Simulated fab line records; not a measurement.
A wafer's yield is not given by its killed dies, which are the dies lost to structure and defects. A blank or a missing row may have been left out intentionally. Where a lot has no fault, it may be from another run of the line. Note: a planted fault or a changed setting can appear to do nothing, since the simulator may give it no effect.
fab line records	flow n5_finfet
record: lots: 7	wafers: 21
route steps=1938 shown BEOL_M10@1496 BEOL_M11@1560 BEOL_M12@1637 BEOL_M13@1661
start_h: start of the lot's first displayed wafer, in hours after the record's first day	wait_h: hours from the lot's prior step to this one	" unchanged from the row above	L1.1+2: a row that stands for several wafers	- either no value or no given start	* or withheld: withheld	< > ~ a bound
route shown NAME@n: NAME is a module with steps in the file, n the number in the route of the first one	usual: mean and standard deviation over wafers with no fault	same: alike in all rows	chamber/n: place in a boat	sites: each site's reading	_std_site: their standard deviation	_edge_site: outer sites' mean less inner sites'	radius_mm: how far each site lies from the wafer's centre	mask NAME#n: copy n	behind: tool/chamber where the wafer was last shaped	hold: why the lot was held/for how many hours/how that ended	device: the transistor (n, p or np) that didn't switch	end of line: tests run on the same wafers once the route is complete	step lacking rows: just its recipe	killed: dies that structure and defects cost at the first sort, which is not the same as the wafer's yield	map: shows each die of a wafer: x if killed, . if not, _ if none is there
set.NAME: the setting that was run; set.NAME@STEP: the one run at that earlier step	model.NAME: the simulator's own value behind a step, which no gauge read
lots with deliberately changed settings; one table per step, one row per wafer
== steps ==
step: N5_BEOL_M10_COAT_22
recipe: resist: CAR-ArF	spin_rpm: 1500	resist_thk_nm: 90
lot.wafer	tool	chamber	start_h	wait_h	set.spin_rpm	model.CAR-ArF_of_BEOL_M10_COAT_22.thk_nm
L088.3	litho_track-01	0	-	-	1500	90.6
L088.5	"	0	"	"	1500	90.4
L088.6	"	0	"	"	1500	90
L089.2	litho_track-02	0	-	-	1500	90
L089.5	"	0	"	"	1423	92.2
L089.6	"	0	"	"	1423	92
L090.4	litho_track-01	0	-	-	1500	90
L090.5	"	0	"	"	1427	92.2
L090.6	"	0	"	"	1500	89.8
L091.3+4	litho_track-02	0	-	-	1500	90
L091.5	"	0	"	"	1500	90.2
L092.2	litho_track-01	0	-	-	1449	91.8
L092.4	"	0	"	"	1449	91.4
L092.5	"	0	"	"	1500	90.2
L094.1	litho_track-01	0	-	-	1586	87.8
L094.5	"	0	"	"	1500	90.4
L094.6	"	0	"	"	1586	88
L093.3+4	litho_track-05	0	-	-	1500	90.6
L093.5	"	0	"	"	1447	92.2
step: N5_BEOL_M10_EBR_24
recipe: solvent: PGMEA	ebr_width_mm: 1.5
step: N5_BEOL_M10_SOFTBAKE_23
recipe: temp_c: 110	time_s: 60	resist: CAR-ArF
step: N5_BEOL_M10_EXPOSE_25
recipe: mask_id: V9	na: 1.35	source_shape: annular	sigma_inner: 0.5	sigma_outer: 0.8	polarization: unpolarized	dose_mj: 85.5
step: N5_BEOL_M10_PEB_26
recipe: peb_temp_c: withheld	peb_time_s: 60	resist: CAR-ArF
step: N5_BEOL_M10_DEVELOP_27
recipe: develop_time_s: 30	developer: TMAH	resist: CAR-ArF	rinse_liquid: diw	dry: air_spin	dev_temp_c: 23
lot.wafer	tool	chamber	start_h	wait_h	set.spin_rpm@BEOL_M10_COAT_22	model.CAR-ArF_of_BEOL_M10_COAT_22.thk_nm
L088.3	litho_track-01	0	-	-	1500	89
L088.5	"	0	"	"	1500	88.8
L088.6	"	0	"	"	1500	88.4
L089.2	litho_track-01	0	-	-	1500	88.2
L089.5+6	"	0	"	"	1423	90.4
L090.4+6	litho_track-05	0	-	-	1500	88.2
L090.5	"	0	"	"	1427	90.6
L091.3+5	litho_track-01	0	-	-	1500	88.4
L091.4	"	0	"	"	1500	88.2
L092.2	litho_track-02	0	-	-	1449	90
L092.4	"	0	"	"	1449	89.6
L092.5	"	0	"	"	1500	88.6
L094.1	litho_track-05	0	-	-	1586	86
L094.5	"	0	"	"	1500	88.6
L094.6	"	0	"	"	1586	86.2
L093.3+4	litho_track-01	0	-	-	1500	89
L093.5	"	0	"	"	1447	90.4
step: N5_BEOL_M10_DESCUM_33
recipe: chemistry: O2	time_s: 7.9	source_power_w: 50	bias_power_w: 20	pressure_mtorr: 20	rf_frequency_hz: 2.712e+07	temp_c: 40	resist: CAR-ArF	o2_flow_sccm: 225
step: N5_BEOL_M10_ETCH_65
recipe: chemistry: CF4	target: SiARC	target_depth_a: 390	mask_material: CAR-ArF	time_s: 65	ion_energy_ev: 80	pressure_mtorr: 40	source_w: 545	bias_w: 36	Ar_flow_sccm: 100	cf4_flow_sccm: 100	ends: cleared
lot.wafer	tool	chamber	start_h	wait_h	set.spin_rpm@BEOL_M10_COAT_22	model.CAR-ArF_of_BEOL_M10_COAT_22.thk_nm
L088.3	rie_diel-01	0	309.71	0.0	1500	56.2
L088.5	"	0	"	"	1500	56
L088.6	"	3	"	"	1500	55.6
L089.2	rie_diel-04	1	320.31	0.0	1500	55.8
L089.5	"	0	"	"	1423	57.8
L089.6	"	3	"	"	1423	57.6
L090.4+6	rie_diel-05	2	327.29	0.0	1500	55.4
L090.5	"	1	"	"	1427	58
L091.3+4	rie_diel-04	3,0	327.50	0.0	1500	55.6
L091.5	"	2	"	"	1500	55.8
L092.2	rie_diel-04	0	336.84	0.0	1449	57.4
L092.4	"	2	"	"	1449	57
L092.5	"	1	"	"	1500	55.8
L094.1	rie_diel-01	0	349.40	0.0	1586	53.4
L094.5	"	2	"	"	1500	55.8
L094.6	"	0	"	"	1586	53.6
L093.3	rie_diel-04	3	349.56	0.0	1500	55.8
L093.4	"	1	"	"	1500	56.2
L093.5	"	3	"	"	1447	57.4
step: N5_BEOL_M11_COAT_63
recipe: resist: SOC	temp_c: 250	time_s: 60	spin_rpm: 1500	resist_thk_nm: 100
lot.wafer	tool	chamber	start_h	wait_h	set.spin_rpm	model.SOC_of_BEOL_M11_COAT_63.thk_nm
L088.3	litho_track-04	0	319.82	4.7	1500	100.2
L088.5	"	0	"	"	1500	99.8
L088.6	"	0	"	"	1500	100.4
L089.2	litho_track-02	0	329.92	1.1	1500	100.2
L089.5	"	0	"	"	1616	96.6
L089.6	"	0	"	"	1500	100
L090.4+6	litho_track-02	0	332.94	0.2	1609	96.4
L090.5	"	0	"	"	1500	99.8
L091.3	litho_track-03	0	333.44	0.1	1332	106.8
L091.4	"	0	"	"	1500	100.2
L091.5	"	0	"	"	1332	106.4
L092.2	litho_track-04	0	345.19	1.5	1636	95.6
L092.4	"	0	"	"	1636	95.4
L092.5	"	0	"	"	1636	95
L094.1	litho_track-03	0	356.29	0.8	1500	100.2
L094.5	"	0	"	"	1622	96.2
L094.6	"	0	"	"	1622	96
L093.3	litho_track-04	0	356.29	0.4	1438	101.8
L093.4+5	"	0	"	"	1438	102
step: N5_BEOL_M11_COAT_22
recipe: resist: CAR-ArF	spin_rpm: 1500	resist_thk_nm: 90
lot.wafer	tool	chamber	start_h	wait_h	set.spin_rpm	model.CAR-ArF_of_BEOL_M11_COAT_22.thk_nm
L088.3	litho_track-04	0	-	-	1500	90.2
L088.5	"	0	"	"	1500	89.8
L088.6	"	0	"	"	1500	90
L089.2	litho_track-02	0	-	-	1500	89.8
L089.5	"	0	"	"	1500	89.6
L089.6	"	0	"	"	1376	93.8
L090.4+5+6	litho_track-02	0	-	-	1500	90.2
L091.3	litho_track-03	0	-	-	1500	90.6
L091.4+5	"	0	"	"	1500	90.4
L092.2	litho_track-04	0	-	-	1500	90.2
L092.4	"	0	"	"	1500	90
L092.5	"	0	"	"	1353	94.8
L094.1	litho_track-03	0	-	-	1644	86.2
L094.5	"	0	"	"	1500	90.2
L094.6	"	0	"	"	1644	85.8
L093.3	litho_track-04	0	-	-	1500	90
L093.4	"	0	"	"	1407	93
L093.5	"	0	"	"	1500	89.8
step: N5_BEOL_M11_EBR_24
recipe: solvent: PGMEA	ebr_width_mm: 1.5
step: N5_BEOL_M11_SOFTBAKE_23
recipe: temp_c: 110	time_s: 60	resist: CAR-ArF
step: N5_BEOL_M11_DESCUM_33
recipe: chemistry: O2	time_s: 7.9	source_power_w: 50	bias_power_w: 20	pressure_mtorr: 20	rf_frequency_hz: 2.712e+07	temp_c: 40	resist: CAR-ArF	o2_flow_sccm: 225
lot.wafer	tool	chamber	start_h	wait_h	set.spin_rpm@BEOL_M11_COAT_22	model.CAR-ArF_of_BEOL_M11_COAT_22.thk_nm
L088.3+6	rie_diel-03	1,2	320.15	0.0	1500	83.6
L088.5	"	1	"	"	1500	83.2
L089.2	rie_diel-06	1	330.39	0.0	1500	83.2
L089.5	"	0	"	"	1500	83
L089.6	"	3	"	"	1376	87.4
L090.4+5	rie_diel-02	2,1	333.40	0.0	1500	83.8
L090.6	"	2	"	"	1500	83.6
L091.3	rie_diel-06	3	333.90	0.0	1500	84.2
L091.4+5	"	1,0	"	"	1500	83.8
L092.2+4	rie_diel-03	0,3	345.87	0.2	1500	83.6
L092.5	"	2	"	"	1353	88.4
L094.1	rie_diel-02	0	356.63	0.0	1644	79.6
L094.5	"	1	"	"	1500	83.8
L094.6	"	0	"	"	1644	79.4
L093.3+5	rie_diel-03	0,2	356.80	0.0	1500	83.4
L093.4	"	3	"	"	1407	86.6
step: N5_BEOL_M11_ETCH_65
recipe: chemistry: CF4	target: SiARC	target_depth_a: 390	mask_material: CAR-ArF	time_s: 65	ion_energy_ev: 80	pressure_mtorr: 40	source_w: 545	bias_w: 36	Ar_flow_sccm: 100	cf4_flow_sccm: 100	ends: cleared
step: N5_BEOL_M11_ETCH_66
recipe: chemistry: N2/H2	target: SOC	target_depth_a: 1200	overetch_a: 240	mask_material: SiARC	temp_c: 40	time_s: 180	ion_energy_ev: 200	pressure_mtorr: 30	source_w: 840	bias_w: 150	n2_flow_sccm: 200	h2_flow_sccm: 200
lot.wafer	tool	chamber	start_h	wait_h	set.spin_rpm@BEOL_M11_COAT_63	model.etch.depth_nm
L088.3	rie_diel-03	1	320.24	0.0	1500	100.2
L088.5	"	1	"	"	1500	99.71
L088.6	"	2	"	"	1500	100.4
L089.2+6	rie_diel-06	1,3	330.47	0.0	1500	100.1
L089.5	"	0	"	"	1616	96.63
L090.4	rie_diel-02	2	333.49	0.0	1609	96.49
L090.5	"	1	"	"	1500	99.75
L090.6	"	2	"	"	1609	96.48
L091.3	rie_diel-06	3	333.99	0.0	1332	106.8
L091.4	"	1	"	"	1500	100.2
L091.5	"	0	"	"	1332	106.4
L092.2	rie_diel-03	0	345.95	0.0	1636	95.62
L092.4	"	3	"	"	1636	95.37
L092.5	"	2	"	"	1636	95.01
L094.1	rie_diel-02	0	356.71	0.0	1500	100.1
L094.5	"	1	"	"	1622	96.2
L094.6	"	0	"	"	1622	96.1
L093.3	rie_diel-03	0	356.88	0.0	1438	101.9
L093.4+5	"	3,2	"	"	1438	102
step: N5_BEOL_M12_ETCH_68
recipe: chemistry: N2/H2	target: SOC	mask_material: SiARC	source_w: 3000	bias_w: 350	temp_c: 40	time_s: 285	ion_energy_ev: 200	pressure_mtorr: 30	n2_flow_sccm: 200	h2_flow_sccm: 200
lot.wafer	tool	chamber	start_h	wait_h	set.time_s	model.SiARC_of_BEOL_M12_COAT_66.thk_nm
L088.3	rie_diel-04	1	324.69	0.1	285	85.8
L088.5	"	0	"	"	285	86.2
L088.6	"	3	"	"	285	85.6
L089.2	rie_diel-04	0	335.38	0.1	285	87.2
L089.5	"	3	"	"	285	86.2
L089.6	"	0	"	"	324.6	83.2
L090.4+6	rie_diel-04	2,0	339.55	0.1	285	86.2
L090.5	"	3	"	"	285	85.4
L091.3	rie_diel-05	1	340.15	0.1	285	86.4
L091.4	"	0	"	"	285	85.8
L091.5	"	1	"	"	228.2	91.4
L092.2	rie_diel-04	1	352.09	0.1	285	85.8
L092.4	"	0	"	"	338.1	82.2
L092.5	"	1	"	"	338.1	81.4
L094.1	rie_diel-05	0	361.55	0.1	285	85.6
L094.5	"	0	"	"	285	85.4
L094.6	"	3	"	"	232.8	89.6
L093.3	rie_diel-05	1	362.32	0.1	285	87
L093.4	"	3	"	"	285	86.4
L093.5	"	0	"	"	244.7	89.2
step: N5_BEOL_M12_TRENCH_ETCH_34
recipe: chemistry: C4F8/O2/Ar	target: SiOC	target_depth_a: 3189.5	mask_material: SOC	pressure_mtorr: 30	source_w: 3000	bias_w: 700	Ar_flow_sccm: 400	C4F8_flow_sccm: 15	O2_flow_sccm: 8	he_inner_torr: 15	he_outer_torr: 30	time_s: 125.5	ion_energy_ev: 250
lot.wafer	tool	chamber	start_h	wait_h	set.time_s	model.etch.depth_nm
L088.3	rie_diel-04	1	324.87	0.0	125.5	320.8
L088.5	"	0	"	"	125.5	316.5
L088.6	"	3	"	"	125.5	323.5
L089.2	rie_diel-04	0	335.56	0.0	100.8	255
L089.5	"	3	"	"	125.5	324.5
L089.6	"	0	"	"	125.5	319.3
L090.4	rie_diel-04	2	339.73	0.0	125.5	318.6
L090.5	"	3	"	"	125.5	324.7
L090.6	"	0	"	"	125.5	318.2
L091.3	rie_diel-05	1	340.34	0.0	125.5	309.5
L091.4	"	0	"	"	125.5	316.3
L091.5	"	1	"	"	125.5	306.6
L092.2	rie_diel-04	1	352.28	0.0	125.5	325.9
L092.4	"	0	"	"	111.1	280.7
L092.5	"	1	"	"	125.5	325.8
L094.1	rie_diel-05	0	361.73	0.0	125.5	320.6
L094.5	"	0	"	"	117.2	297.3
L094.6	"	3	"	"	117.2	295.7
L093.3	rie_diel-05	1	362.50	0.0	125.5	313.5
L093.4	"	3	"	"	125.5	320.5
L093.5	"	0	"	"	118.4	303.3
step: N5_BEOL_M12_STRIP_70
recipe: chemistry: C4F8/O2/Ar	resist: SiARC	rf_frequency_hz: 6e+07
step: N5_BEOL_M12_OCD_MEAS_35
usual: trench_depth_nm: 319/5
lot.wafer	tool	chamber	start_h	wait_h	set.time_s@BEOL_M12_TRENCH_ETCH_34	trench_depth_nm
L088.3	ocd-02	-	325.03	0.0	125.5	320
L088.5	"	-	"	"	125.5	316
L088.6	"	-	"	"	125.5	323
L089.2	ocd-01	-	335.72	0.0	100.8	255
L089.5	"	-	"	"	125.5	324
L089.6	"	-	"	"	125.5	319
L090.4	ocd-02	-	339.89	0.0	125.5	319
L090.5	"	-	"	"	125.5	325
L090.6	"	-	"	"	125.5	319
L091.3	ocd-01	-	340.49	0.0	125.5	310
L091.4	"	-	"	"	125.5	317
L091.5	"	-	"	"	125.5	307
L092.2	ocd-01	-	352.43	0.0	125.5	326
L092.4	"	-	"	"	111.1	281
L092.5	"	-	"	"	125.5	326
L094.1	ocd-01	-	361.88	0.0	125.5	321
L094.5	"	-	"	"	117.2	298
L094.6	"	-	"	"	117.2	296
L093.3	ocd-01	-	362.66	0.0	125.5	314
L093.4	"	-	"	"	125.5	320
L093.5	"	-	"	"	118.4	303
step: N5_BEOL_M12_STRIP_37
recipe: chemistry: N2/H2	power_w: 1000	temp_c: 250	h2_frac: 0.65	overash_fraction: 0.3	pressure_mtorr: withheld	n2_flow_sccm: 1750	h2_flow_sccm: 3250
step: N5_BEOL_M12_ETCH_38
recipe: chemistry: CF4/N2	target: SiCN	target_depth_a: 687	taper_deg: 2	time_s: 73.4	ion_energy_ev: 150	mask_material: SiO2	pressure_mtorr: 40	source_w: 430	bias_w: 70	Ar_flow_sccm: 100	cf4_flow_sccm: 60	n2_flow_sccm: 60
step: N5_BEOL_M12_ECD_47
recipe: material: Cu	target_thk_a: 7200
step: N5_BEOL_M12_ANNEAL_48
recipe: temp_c: 225	time_s: 90	ambient: N2
step: N5_BEOL_M12_CMP_49
recipe: stop_on: SiOC	t_overpolish_s: 20.6	down_force_psi: 1	platen_rpm: 50	clearing_platen_down_force_psi: 1.5	clearing_platen_rpm: 50	post_cmp_clean: cu_alkaline	target_thk_nm: 320	clearing_platen_pad_velocity_m_s: 0.99484	pad_velocity_m_s: 0.99484
lot.wafer	tool	chamber	start_h	wait_h	set.time_s@BEOL_M12_TRENCH_ETCH_34	model.Cu_of_BEOL_M12_ECD_47.thk_nm
L088.3	cmp-01	3	330.04	0.2	125.5	321.6
L088.6	"	3	"	"	125.5	324.2
L088.5	"	0	"	"	125.5	316.6
L089.2	cmp-01	1	339.11	0.5	100.8	254.8
L089.5	"	2	"	"	125.5	325.4
L089.6	"	3	"	"	125.5	319.6
L090.4	cmp-04	3	344.51	0.2	125.5	321.4
L090.5	"	2	"	"	125.5	327.4
L090.6	"	3	"	"	125.5	320.2
L091.3	cmp-02	3	346.84	0.2	125.5	312
L091.4	"	0	"	"	125.5	319.8
L091.5	"	1	"	"	125.5	309.4
L092.2+5	cmp-01	2,3	353.89	0.2	125.5	327.8
L092.4	"	1	"	"	111.1	282.6
L094.1	cmp-04	0	364.92	0.4	125.5	319.4
L094.5	"	1	"	"	117.2	296.2
L094.6	"	2	"	"	117.2	297
L093.3	cmp-01	3	365.54	0.2	125.5	317.4
L093.4	"	0	"	"	125.5	323.4
L093.5	"	3	"	"	118.4	306.6
step: N5_BEOL_M12_THK_MEAS_50
recipe: thk_meas_gauge: xrf	reads: Cu_of_BEOL_M12_ECD_47
usual: M12_THK: 314/5.5
lot.wafer	tool	chamber	start_h	wait_h	set.time_s@BEOL_M12_TRENCH_ETCH_34	M12_THK[nm]
L088.3	film_metro-02	-	330.34	-	125.5	316
L088.5	"	-	"	"	125.5	312
L088.6	"	-	"	"	125.5	320
L089.2	film_metro-01	-	339.29	-	100.8	251
L089.5	"	-	"	"	125.5	321
L089.6	"	-	"	"	125.5	315
L090.4	film_metro-01	-	344.77	-	125.5	317
L090.5	"	-	"	"	125.5	322
L090.6	"	-	"	"	125.5	314
L091.3	film_metro-02	-	347.06	-	125.5	307
L091.4	"	-	"	"	125.5	315
L091.5	"	-	"	"	125.5	306
L092.2	film_metro-01	-	354.19	-	125.5	320
L092.4	"	-	"	"	111.1	276
L092.5	"	-	"	"	125.5	321
L094.1	film_metro-01	-	365.10	-	125.5	309
L094.5	"	-	"	"	117.2	286
L094.6	"	-	"	"	117.2	288
L093.3	film_metro-02	-	365.84	-	125.5	313
L093.4	"	-	"	"	125.5	320
L093.5	"	-	"	"	118.4	305
step: N5_BEOL_M12_PRE_CLEAN_52
recipe: gas: NH3	time_s: 15	temp_c: withheld	rf_power_w: 300
step: N5_BEOL_M12_DEP_53
recipe: material: SiCN	target_thk_a: 300	temp_c: withheld	precursor: 3MS/NH3	pressure_torr: 3	rf_w: 675	time_s: 10.5
step: N5_BEOL_M12_RS_MEAS_54
recipe: thk_meas_gauge: four-point-probe	reads: Cu_of_BEOL_M12_ECD_47+Ta_of_BEOL_M12_SPUTTER_44+TaN_of_BEOL_M12_SPUTTER_43
usual: M12_RS: 0.0600/0.001
lot.wafer	tool	chamber	start_h	wait_h	set.time_s@BEOL_M12_TRENCH_ETCH_34	M12_RS[ohm/sq]
L088.3	film_metro-01	-	330.49	0.0	125.5	0.0596
L088.5	"	-	"	"	125.5	0.0605
L088.6	"	-	"	"	125.5	0.0590
L089.2	film_metro-02	-	339.42	0.0	100.8	0.0762
L089.5	"	-	"	"	125.5	0.0587
L089.6	"	-	"	"	125.5	0.0600
L090.4	film_metro-02	-	344.90	0.0	125.5	0.0598
L090.5	"	-	"	"	125.5	0.0586
L090.6	"	-	"	"	125.5	0.0599
L091.3	film_metro-02	-	347.18	0.0	125.5	0.0616
L091.4	"	-	"	"	125.5	0.0600
L091.5	"	-	"	"	125.5	0.0620
L092.2	film_metro-01	-	354.32	0.0	125.5	0.0583
L092.4	"	-	"	"	111.1	0.0683
L092.5	"	-	"	"	125.5	0.0584
L094.1	film_metro-02	-	365.23	0.1	125.5	0.0601
L094.5	"	-	"	"	117.2	0.0650
L094.6	"	-	"	"	117.2	0.0648
L093.3	film_metro-02	-	365.96	0.0	125.5	0.0605
L093.4	"	-	"	"	125.5	0.0593
L093.5	"	-	"	"	118.4	0.0627
step: N5_BEOL_M13_COAT_58
recipe: resist: BARC	temp_c: 205	time_s: 60	spin_rpm: 1500	resist_thk_nm: 89
lot.wafer	tool	chamber	start_h	wait_h	set.spin_rpm	model.BARC_of_BEOL_M13_COAT_58.thk_nm
L088.3+5+6	litho_track-04	0	330.79	0.0	1500	89.4
L089.2	litho_track-04	0	339.66	0.0	1500	89.2
L089.5	"	0	"	"	1360	93.6
L089.6	"	0	"	"	1360	93.4
L090.4	litho_track-02	0	345.14	0.0	1652	84.6
L090.5	"	0	"	"	1500	89
L090.6	"	0	"	"	1652	84.8
L091.3+5	litho_track-02	0	347.43	0.0	1500	89.2
L091.4	"	0	"	"	1619	85.8
L092.2+5	litho_track-05	0	354.57	0.0	1570	87.4
L092.4	"	0	"	"	1500	89.4
L094.1+6	litho_track-04	0	365.47	0.0	1500	89.2
L094.5	"	0	"	"	1613	85.8
L093.3	litho_track-05	0	366.21	0.0	1500	89.6
L093.4+5	"	0	"	"	1548	88
== key ==
split: step: N5_BEOL_M10_COAT_22	setting: spin_rpm	stated: 1500	by: wafer
response: step: N5_BEOL_M10_COAT_22	reading: model.CAR-ArF_of_BEOL_M10_COAT_22.thk_nm	change: -0.437	per: 1%	r: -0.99
response: step: N5_BEOL_M10_DEVELOP_27	reading: model.CAR-ArF_of_BEOL_M10_COAT_22.thk_nm	change: -0.433	per: 1%	r: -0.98
response: step: N5_BEOL_M10_ETCH_65	reading: model.CAR-ArF_of_BEOL_M10_COAT_22.thk_nm	change: -0.424	per: 1%	r: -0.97
split: step: N5_BEOL_M11_COAT_63	setting: spin_rpm	stated: 1500	by: wafer
response: step: N5_BEOL_M11_COAT_63	reading: model.SOC_of_BEOL_M11_COAT_63.thk_nm	change: -0.515	per: 1%	r: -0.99
response: step: N5_BEOL_M11_ETCH_66	reading: model.etch.depth_nm	change: -0.509	per: 1%	r: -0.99
split: step: N5_BEOL_M11_COAT_22	setting: spin_rpm	stated: 1500	by: wafer
response: step: N5_BEOL_M11_COAT_22	reading: model.CAR-ArF_of_BEOL_M11_COAT_22.thk_nm	change: -0.473	per: 1%	r: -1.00
response: step: N5_BEOL_M11_DESCUM_33	reading: model.CAR-ArF_of_BEOL_M11_COAT_22.thk_nm	change: -0.487	per: 1%	r: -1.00
split: step: N5_BEOL_M12_ETCH_68	setting: time_s	stated: 285	by: wafer
response: step: N5_BEOL_M12_ETCH_68	reading: model.SiARC_of_BEOL_M12_COAT_66.thk_nm	change: -0.23	per: 1%	r: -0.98
split: step: N5_BEOL_M12_TRENCH_ETCH_34	setting: time_s	stated: 125.5	by: wafer
response: step: N5_BEOL_M12_TRENCH_ETCH_34	reading: model.etch.depth_nm	change: +3.49	per: 1%	r: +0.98
response: step: N5_BEOL_M12_OCD_MEAS_35	reading: trench_depth_nm	change: +3.48	per: 1%	r: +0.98
response: step: N5_BEOL_M12_CMP_49	reading: model.Cu_of_BEOL_M12_ECD_47.thk_nm	change: +3.5	per: 1%	r: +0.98
response: step: N5_BEOL_M12_THK_MEAS_50	reading: M12_THK	change: +3.44	per: 1%	r: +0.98
response: step: N5_BEOL_M12_RS_MEAS_54	reading: M12_RS	change: -0.000827	per: 1%	r: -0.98
split: step: N5_BEOL_M13_COAT_58	setting: spin_rpm	stated: 1500	by: wafer
response: step: N5_BEOL_M13_COAT_58	reading: model.BARC_of_BEOL_M13_COAT_58.thk_nm	change: -0.441	per: 1%	r: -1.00
